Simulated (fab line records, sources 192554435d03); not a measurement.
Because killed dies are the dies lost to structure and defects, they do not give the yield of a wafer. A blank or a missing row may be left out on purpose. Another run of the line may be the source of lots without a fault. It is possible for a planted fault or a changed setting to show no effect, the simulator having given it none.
Matching of chambers | flow n5-finfet | 3 sister chambers for N5_BEOL_M2_PRE_CLEAN_60 on cvd-co-01
The step time 15 s. 14 wafers are shown with their chamber, then 7 later ones without.

## WAFERS WITH THEIR CHAMBER
wafer  | chamber | heater-power-w (W)
L078.1 | 1       | 89
L078.5 | 1       | 94
L078.6 | 2       | 97
L086.1 | 0       | 66
L086.3 | 2       | 94
L086.4 | 2       | 96
L085.2 | 0       | 65
L085.3 | 1       | 92
L085.4 | 2       | 96
L087.2 | 0       | 66
L087.3 | 2       | 96
L087.5 | 0       | 66
L092.1 | 2       | 98
L092.2 | 0       | 66

SIGNATURES, as means of the wafers listed above
reading        | chamber 0 | chamber 1 | chamber 2 | scatter within a chamber
heater-power-w | 65.80     | 91.67     | 96.17     | 1.42
Rule: a wafer lies at a distance from a chamber equal to the root of the sum of squares, over the readings, of (its reading less the chamber's mean, divided by the reading's scatter). The wafer belongs to the nearest chamber; if the next one is less than 2 further off, it can't be placed. How the scatter is found: for the shown wafers, subtract from each reading the mean of its chamber, square and add these, divide the total by (wafers less chambers), then take the root.

## WAFERS WHOSE CHAMBER IS MISSING
wafer  | heater-power-w (W)
L092.4 | 98
L094.2 | 101
L094.5 | 65
L094.6 | 92
L097.1 | 66
L097.2 | 95
L097.6 | 97

## CHAMBER TAKEN BY EACH
wafer  | from the rows above     | in truth
L092.4 | 2                       | 2
L094.2 | 2                       | 2
L094.5 | 0                       | 0
L094.6 | 1                       | 1
L097.1 | 0                       | 0
L097.2 | can't be placed: 2 or 1 | 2
L097.6 | 2                       | 2
Correctly placed: 6 of 7. Cannot be placed on the basis of these rows: 1; the candidates contain the true chamber in 1. 0 placed wrongly.
